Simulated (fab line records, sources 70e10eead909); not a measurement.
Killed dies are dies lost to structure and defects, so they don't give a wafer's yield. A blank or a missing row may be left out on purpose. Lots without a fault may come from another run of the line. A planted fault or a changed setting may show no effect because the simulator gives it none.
Which tool did it? | flow nand_harc | 15 lots, 43 wafers sampled, at 4 steps of a route of 1302

WHAT THE GAUGES READ, wafer by wafer
NHARC_A_ONON_D1_THK_MEAS_11: measures by ellipsometry.
lot  | measured     | on            | thk_nm (nm)
L310 | day 8 01:57  | film_metro-01 | 1011 1007 1007
L311 | day 8 17:11  | film_metro-02 | 979 980 979
L312 | day 8 17:09  | film_metro-02 | 1000 1000 1001
L313 | day 9 07:02  | film_metro-01 | 995 994 996
L314 | day 10 01:33 | film_metro-02 | 981 983 982
L315 | day 10 01:30 | film_metro-01 | 1011 1012 1011
L318 | day 11 13:39 | film_metro-01 | 998 999 1000
L319 | day 12 01:52 | film_metro-01 | 991 991 992
L320 | day 12 10:39 | film_metro-02 | 1000 999 1000
L321 | day 12 15:20 | film_metro-02 | 990 989 991
L323 | day 13 22:53 | film_metro-02 | 995 1517 996
L325 | day 14 17:01 | film_metro-01 | 1518 999
L327 | day 15 04:20 | film_metro-02 | 1505 983
L331 | day 17 02:57 | film_metro-01 | 1000 1000 999
L332 | day 17 14:38 | film_metro-02 | 983 984 985

NHARC_END_SORT_01.
lot  | measured     | on        | killed_at_array | killed_at_other | killed_at_periphery | killed_dies | killed_open | killed_short
L310 | day 24 19:16 | prober-01 | 67 54 69        | 2 5 3           | 8 3 4               | 77 62 76    | 6 1 1       | 1 3 4
L311 | day 25 18:50 | prober-01 | 53 51 44        | 0 3 0           | 1 4 2               | 54 58 46    | 4 7 4       | 4 1 2
L312 | day 25 10:13 | prober-02 | 60 64 55        | 2 2 2           | 3 1 0               | 65 67 57    | 4 2 1       | 3 2 2
L313 | day 25 09:26 | prober-01 | 18 26 21        | 3 0 1           | 2 1 2               | 23 27 24    | 4 9 10      | 2 2 1
L314 | day 26 06:08 | prober-02 | 60 53 78        | 0 0 0           | 4 1 3               | 64 54 81    | 5 2 3       | 3 1 4
L315 | day 26 06:56 | prober-01 | 57 54 55        | 1 3 1           | 2 3 1               | 60 60 57    | 5 3 4       | 2 3 2
L318 | day 28 12:04 | prober-01 | 67 64 81        | 1 1 1           | 2 3 2               | 70 68 84    | 4 4 2       | 1 2 4
L319 | day 28 12:04 | prober-02 | 19 29 22        | 1 0 1           | 1 1 1               | 21 30 24    | 3 3 5       | 2 3 1
L320 | day 29 11:43 | prober-01 | 29 26 35        | 0 0 0           | 0 5 3               | 29 31 38    | 6 5 3       | 2 2 3
L321 | day 29 10:55 | prober-02 | 83 74 80        | 0 0 0           | 6 7 6               | 89 81 86    | 4 3 4       | 5 2 2
L323 | day 30 12:57 | prober-02 | 46 662 65       | 2 1 0           | 10 14 7             | 58 677 72   | 1 5 1       | 5 3 3
L325 | day 31 11:25 | prober-01 | 672 59          | 0 1             | 5 5                 | 677 65      | 4 2         | 2 4
L327 | day 32 04:22 | prober-01 | 668 51          | 4 1             | 5 3                 | 677 55      | 6 2         | 3 1
L331 | day 34 23:04 | prober-01 | 25 27 18        | 0 0 0           | 2 1 0               | 27 28 18    | 3 3 1       | 3 4 1
L332 | day 34 04:38 | prober-02 | 35 65 53        | 0 1 0           | 1 4 1               | 36 70 54    | 6 6 5       | 6 2 3

WHICH TOOL RAN EACH LOT (tool, then ch and the chambers of the sampled wafers, then the start)
lot  | NHARC_A_ZERO_WELL_ETCH_13        | NHARC_A_ONON_D1_DEP_09
L310 | rie_si-01 ch 0,1, day 7 02:53    | pecvd_onon-03 ch 0, day 8 01:34
L311 | rie_si-02 ch 0,1,3, day 7 15:08  | pecvd_onon-02 ch 0, day 8 16:47
L312 | rie_si-04 ch 1,2, day 7 18:37    | pecvd_onon-04 ch 0, day 8 16:41
L313 | rie_si-02 ch 0,1, day 8 07:43    | pecvd_onon-03 ch 0, day 9 06:31
L314 | rie_si-04 ch 1,2,3, day 9 02:28  | pecvd_onon-03 ch 0, day 10 01:07
L315 | rie_si-04 ch 0,1, day 9 03:59    | pecvd_onon-04 ch 0, day 10 01:06
L318 | rie_si-01 ch 0,1,2, day 10 12:50 | pecvd_onon-02 ch 0, day 11 13:08
L319 | rie_si-01 ch 0,3, day 10 21:17   | pecvd_onon-03 ch 0, day 12 01:22
L320 | rie_si-04 ch 0,1,3, day 11 11:50 | pecvd_onon-03 ch 0, day 12 10:12
L321 | rie_si-01 ch 1,2,3, day 11 14:40 | pecvd_onon-04 ch 0, day 12 14:50
L323 | rie_si-01 ch 0,1,3, day 12 19:07 | pecvd_onon-04 ch 0, day 13 22:22
L325 | rie_si-04 ch 1,2, day 13 14:10   | pecvd_onon-04 ch 0, day 14 16:34
L327 | rie_si-04 ch 0,1, day 14 07:26   | pecvd_onon-04 ch 0, day 15 03:52
L331 | rie_si-01 ch 1,2, day 16 01:17   | pecvd_onon-03 ch 0, day 17 02:34
L332 | rie_si-02 ch 0,1, day 16 14:35   | pecvd_onon-03 ch 0, day 17 14:14
- NHARC_A_ZERO_WELL_ETCH_13: etches the open film in HBr/Cl2, target depth 120 nm, time 40.1 s.
- NHARC_A_ONON_D1_DEP_09: target thk 1000 nm.

WHAT THE TOOLS THEMSELVES READ (means of the sampled wafers that have a number; where no wafer has one, the mark that the record gives instead)
NHARC_A_ZERO_WELL_ETCH_13.
lot  | tool      | drypump_motor_current_A (A) | oes_product_au (a.u.) | throttle_valve_pct (%)
L310 | rie_si-01 | 6.2                         | 1.003                 | 26.399
L311 | rie_si-02 | 5.9                         | 0.992                 | 26.396
L312 | rie_si-04 | 5.2                         | 1.007                 | 26.409
L313 | rie_si-02 | 6.1                         | 1.000                 | 26.410
L314 | rie_si-04 | 5.5                         | 1.005                 | 26.406
L315 | rie_si-04 | 5.2                         | 1.000                 | 26.413
L318 | rie_si-01 | 5.8                         | 1.009                 | 26.408
L319 | rie_si-01 | 5.9                         | 1.008                 | 26.405
L320 | rie_si-04 | 5.5                         | 1.005                 | 26.411
L321 | rie_si-01 | 5.7                         | 1.012                 | 26.407
L323 | rie_si-01 | 6.0                         | 0.997                 | 26.415
L325 | rie_si-04 | 5.2                         | 0.997                 | 26.413
L327 | rie_si-04 | 5.2                         | 0.996                 | 26.408
L331 | rie_si-01 | 5.6                         | 0.999                 | 26.413
L332 | rie_si-02 | 5.7                         | 1.005                 | 26.407

THE ANSWER, worked out from the rows above alone
Rule: what is usual is taken from the lots themselves. Put in order of their means at a reading, lots are off if they are a third of the lots or fewer, leave a main group of 4 or more, and stand apart from it by a gap of 3 or more times the standard deviation of the main group's means; of several such gaps the widest counts. A main group whose means are all the same, to the digits that the tables above print for the reading, isn't used. A lot without any number at a reading at which 4 lots or more have one is off too. The other lots that the step has rows for count as sound. The gauges are gone through in route order, then the tools' own readings, and for those a lot's mean is taken as printed above. The first step at which some lot is off is used, and at that step the reading that is off furthest; a lot without a number counts as furthest.
Off: L323, L325, L327, at NHARC_A_ONON_D1_THK_MEAS_11 (thk_nm). The main group: mean 995 nm, standard deviation 9.6.
A tool fits if, at a process step before that reading, it ran every lot that is off, and no sound lot after the first of them. The gauges at NHARC_A_ONON_D1_THK_MEAS_11 aren't tried: what is off there is off at NHARC_END_SORT_01 too, on other tools, and a gauge's error can't cause that. One fits: pecvd_onon-04 at NHARC_A_ONON_D1_DEP_09. Its last sound lot is L321 (day 12 14:50), its first lot that is off L323 (day 13 22:22): a fault that began between those two fits.

WHAT THE SIMULATOR HAD PUT IN
Process parameter drift: pecvd_onon-04, from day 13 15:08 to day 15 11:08, at NHARC_A_ONON_D1_DEP_09. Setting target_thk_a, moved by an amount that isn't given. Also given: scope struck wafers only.
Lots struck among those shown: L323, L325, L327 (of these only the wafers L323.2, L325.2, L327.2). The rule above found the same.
